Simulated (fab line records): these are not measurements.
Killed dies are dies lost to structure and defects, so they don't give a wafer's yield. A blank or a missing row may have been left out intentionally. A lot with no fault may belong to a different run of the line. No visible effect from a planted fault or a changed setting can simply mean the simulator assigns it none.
Which tool did it? :: flow n5-finfet :: Sampling: 6 lots, 17 wafers, 2 of 1938 route steps

WHAT EACH GAUGE READ, for each wafer
N5_BEOL_M1_RS_MEAS_58: measurement is done with a four-point probe.
lot: L450
measured: day 7 11:50
on: film-metro-02
M1_RS (ohm/sq): 0.74 0.69 0.69

lot: L455
measured: day 8 13:02
on: film-metro-01
M1_RS (ohm/sq): 0.68 0.66 0.68

lot: L458
measured: day 9 17:18
on: film-metro-01
M1_RS (ohm/sq): 0.67 0.66 0.66

lot: L461
measured: day 10 06:58
on: film-metro-01
M1_RS (ohm/sq): 0.73 0.64 0.66

lot: L463
measured: day 10 14:37
on: film-metro-02
M1_RS (ohm/sq): 0.68 0.63

lot: L470
measured: day 12 17:18
on: film-metro-01
M1_RS (ohm/sq): 0.67 0.72 0.71

WHAT TOOL EACH LOT RAN ON (gives the tool, then ch and the chambers of the sampled wafers, and finally the start)
lot: L450
N5_BEOL_M1_PRE_CLEAN_60: cvd-co-01 ch 0,1,2, day 7 11:37

lot: L455
N5_BEOL_M1_PRE_CLEAN_60: cvd-co-01 ch 1,2, day 8 12:47

lot: L458
N5_BEOL_M1_PRE_CLEAN_60: cvd-co-01 ch 1,2, day 9 17:02

lot: L461
N5_BEOL_M1_PRE_CLEAN_60: cvd-co-01 ch 0,1, day 10 06:42

lot: L463
N5_BEOL_M1_PRE_CLEAN_60: cvd-co-01 ch 0,2, day 10 14:22

lot: L470
N5_BEOL_M1_PRE_CLEAN_60: cvd-co-01 ch 0,1,2, day 12 17:05
- N5_BEOL_M1_PRE_CLEAN_60: time 15 s.

THE ANSWER, worked out from the rows above alone
Rule: usual is defined by the lots themselves. Put in order of their means at a reading, lots are off if they are a third of the lots or fewer, leave a main group of 4 or more, and stand apart from it by a gap of 3 or more times the standard deviation of the main group's means; of several such gaps the widest counts. If all means in a main group match to the digits the tables above print for the reading, that group is not used. A lot without any number at a reading at which 4 lots or more have one is off too. The other lots that the step has rows for count as sound.
Nothing can be told from this: no lot is off at any reading shown.

WHAT THE SIMULATOR PUT IN
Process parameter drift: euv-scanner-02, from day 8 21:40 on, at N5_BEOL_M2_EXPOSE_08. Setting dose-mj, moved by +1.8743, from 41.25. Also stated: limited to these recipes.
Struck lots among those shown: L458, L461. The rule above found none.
